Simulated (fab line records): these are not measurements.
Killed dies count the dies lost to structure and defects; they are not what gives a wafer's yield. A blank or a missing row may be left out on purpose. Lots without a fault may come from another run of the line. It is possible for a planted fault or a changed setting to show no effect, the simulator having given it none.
Matching of chambers || flow nand-harc || 4 sister chambers for NHARC_P_CONTACT_CMP_24 on cmp-03
The step polishes, t overpolish 30 s, target thk 200 nm. 4 wafers are shown with their chamber, then 9 later ones without.

WAFERS WITH THEIR CHAMBER
{"wafer": "L090.2", "chamber": 1, "motor-current-A (A)": 13.7}
{"wafer": "L092.3", "chamber": 2, "motor-current-A (A)": 10.5}
{"wafer": "L092.5", "chamber": 3, "motor-current-A (A)": 10.3}
{"wafer": "L092.6", "chamber": 0, "motor-current-A (A)": 13.3}

WAFERS WHOSE CHAMBER IS MISSING
{"wafer": "L091.2", "motor-current-A (A)": 13.8}
{"wafer": "L091.3", "motor-current-A (A)": 10.7}
{"wafer": "L091.5", "motor-current-A (A)": 11.1}
{"wafer": "L094.2", "motor-current-A (A)": 12.9}
{"wafer": "L094.3", "motor-current-A (A)": 13.3}
{"wafer": "L094.5", "motor-current-A (A)": 13.1}
{"wafer": "L097.1", "motor-current-A (A)": 13.0}
{"wafer": "L097.5", "motor-current-A (A)": 13.3}
{"wafer": "L097.6", "motor-current-A (A)": 13.5}

THE CHAMBER EACH PASSED THROUGH
{"wafer": "L091.2", "from the rows above": "can't be placed: 1 or 0", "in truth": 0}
{"wafer": "L091.3", "from the rows above": "can't be placed: 2 or 3", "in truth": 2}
{"wafer": "L091.5", "from the rows above": "can't be placed: 2 or 3", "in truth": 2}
{"wafer": "L094.2", "from the rows above": "can't be placed: 0 or 1", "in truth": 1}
{"wafer": "L094.3", "from the rows above": "can't be placed: 0 or 1", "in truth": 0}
{"wafer": "L094.5", "from the rows above": "can't be placed: 0 or 1", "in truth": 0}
{"wafer": "L097.1", "from the rows above": "can't be placed: 0 or 1", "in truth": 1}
{"wafer": "L097.5", "from the rows above": "can't be placed: 0 or 1", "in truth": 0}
{"wafer": "L097.6", "from the rows above": "can't be placed: 0 or 1", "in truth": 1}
Correct placement for 0 of the 9. Cannot be placed on the basis of these rows: 9; the candidates contain the true chamber in 9. Number placed wrongly: 0.
How it was worked out, from the rows above alone: a wafer's distance from a chamber is the root of the sum, over the readings, of the square of ((its reading less the chamber's mean) divided by the reading's scatter). If the next closest chamber is less than 2 further off than the closest, the wafer can't be placed; otherwise it belongs to the closest. The mean given for a chamber averages the wafers shown for that chamber. The scatter (one wafer shown for each chamber): square how far every hidden wafer sits from the nearest shown wafer, average those squares and take the square root.
